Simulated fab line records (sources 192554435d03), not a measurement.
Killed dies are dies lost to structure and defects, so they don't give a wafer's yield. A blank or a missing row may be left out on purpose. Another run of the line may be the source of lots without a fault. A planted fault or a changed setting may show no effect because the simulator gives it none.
Problem report in the 8D (eight disciplines) form, filled by code    flow n5 finfet    the parts of the form that need people (team, actions taken, sign-off) are left out

1. WHAT WENT WRONG
Wafers with no fault read 14 with a standard deviation of 5, whereas killed_at_M4_up at N5_PASSIVATION_PROBE_49 reads a mean of 74 on 1 wafer of 1 lot. That puts it +12 standard deviations away from the usual mean.
First observed at day 17 13:13: wafer L777.5, on prober-02. At this step, 15 wafers from 5 lots have a number in the record. By rule, "out" or "out of limits" means more than 4 standard deviations away from the usual mean. All remaining wafers that have a number are taken as sound.

2. WHAT IT IS, WHAT IT ISN'T
question                     is                                                                                              is not
which readings at this step  killed_at_M4_up, defect limited yield, killed dies, killed on rim, sort n pass, sort yield pct  killed_at_M0_to_M3, killed at contacts, killed at front end, killed at other, killed open, killed short
which lots                   L777                                                                                            L765, L767, L768, L779
which wafers of those lots   L777.5                                                                                          L777.2, L777.3
read on which tools          prober-02                                                                                       prober-01
when                         from day 17 13:13                                                                               up to then (11 sound wafers); but 3 sound wafers of L779 came after

3. WHAT RULES OUT EACH SUSPECT
Counting: a tool at a process step up to the reading stays a suspect if it ran every lot that is out. Sound lots after the first of them don't rule it out here, since some wafers of a struck lot are sound.
- pvd sputter-01 at N5_BEOL_M4_PRE_CLEAN_45 (time 30 s): kept. L777, the lot that is out, went through it at day 12 22:57; up to then, the latest sound lot through it was L765 at day 10 06:20.
- rie metal-03 at N5_PASSIVATION_AL_ETCH_33 (etches Al in Cl2/BCl3, stops on TaN, target depth 2800 nm, time 466.7 s): kept. L777, the lot that is out, went through it at day 17 08:19; up to then, the latest sound lot through it was L768 at day 15 07:32.
- pecvd-03 at N5_PASSIVATION_PECVD_35 (deposits SiNx from SiH4/NH3/N2, target thk 700 nm, time 151.3 s): kept. L777, the lot that is out, went through it at day 17 09:28; up to then, the latest sound lot through it was L767 at day 15 01:19.
- rie diel-06 at N5_PASSIVATION_PASS_ETCH_47 (etches SiNx in CF4/O2, target depth 770 nm, time 385 s): kept. L777, the lot that is out, went through it at day 17 10:01; up to then, the latest sound lot through it was L768 at day 15 09:46.
- prober-02 at N5_PASSIVATION_PROBE_49: kept. L777, the lot that is out, went through it at day 17 13:04; up to then, the latest sound lot through it was L768 at day 15 12:49. Its own defect limited yield, killed_at_M4_up, killed dies, killed on rim, sort n pass, sort yield pct readings are out on those wafers.
- At N5_PASSIVATION_AL_ETCH_33 on rie metal-03, chamber 0 took the sound wafers of the same lots and chamber 1 took the wafers that are out.
Left after counting: pvd sputter-01 at N5_BEOL_M4_PRE_CLEAN_45, rie metal-03 at N5_PASSIVATION_AL_ETCH_33, pecvd-03 at N5_PASSIVATION_PECVD_35, rie diel-06 at N5_PASSIVATION_PASS_ETCH_47, prober-02 at N5_PASSIVATION_PROBE_49.

4. THE CAUSE (what the simulator had put in)
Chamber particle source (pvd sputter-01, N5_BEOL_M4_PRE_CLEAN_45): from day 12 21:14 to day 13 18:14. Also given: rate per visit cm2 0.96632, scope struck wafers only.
This tool is one of the 5 suspects left after counting.

5. THE EFFECT CHAIN, in route order
One row per reading whose mean, taken over the struck wafers that have a number, lies over 3 standard deviations from the usual. Readings are gone through only where the record gives a usual standard deviation; hours: the median, over the lots, of the time from a lot's start at the first step in this table giving one to that lot's start at this step; sigmas: the change measured in usual standard deviations.
hours  step                     reading               usual   on struck wafers  change  sigmas
0      N5_PASSIVATION_PROBE_49  defect limited yield  91.2 %  84.4              -6.8    -5.2
0      N5_PASSIVATION_PROBE_49  killed_at_M4_up       14      74                +60     +12
0      N5_PASSIVATION_PROBE_49  killed dies           104     184               +80     +5.3
0      N5_PASSIVATION_PROBE_49  killed on rim         14      33                +19     +5.1
0      N5_PASSIVATION_PROBE_49  sort_bin_6_memory     3.3 %   5.3               +2.0    +3.2
0      N5_PASSIVATION_PROBE_49  sort n pass           1076    996               -80     -5.3
0      N5_PASSIVATION_PROBE_49  sort yield pct        91.2 %  84.4              -6.8    -5.2
The process steps in it:
- N5_PASSIVATION_PROBE_49

6. WHAT WOULD HAVE CAUGHT IT SOONER
The fault began at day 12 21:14; the first out-of-limits reading in this record came at day 17 13:13, 112 hours later.
No tool reading at N5_BEOL_M4_PRE_CLEAN_45 that has a usual standard deviation in the record was out on any struck wafer, so an alarm limit of 4 standard deviations on those readings would not have fired.
Each of the lots that are out, 1 in all, had begun N5_BEOL_M4_PRE_CLEAN_45 on pvd sputter-01 no later than day 17 13:13. Had the tool been put on hold then, not one of them would have been saved.
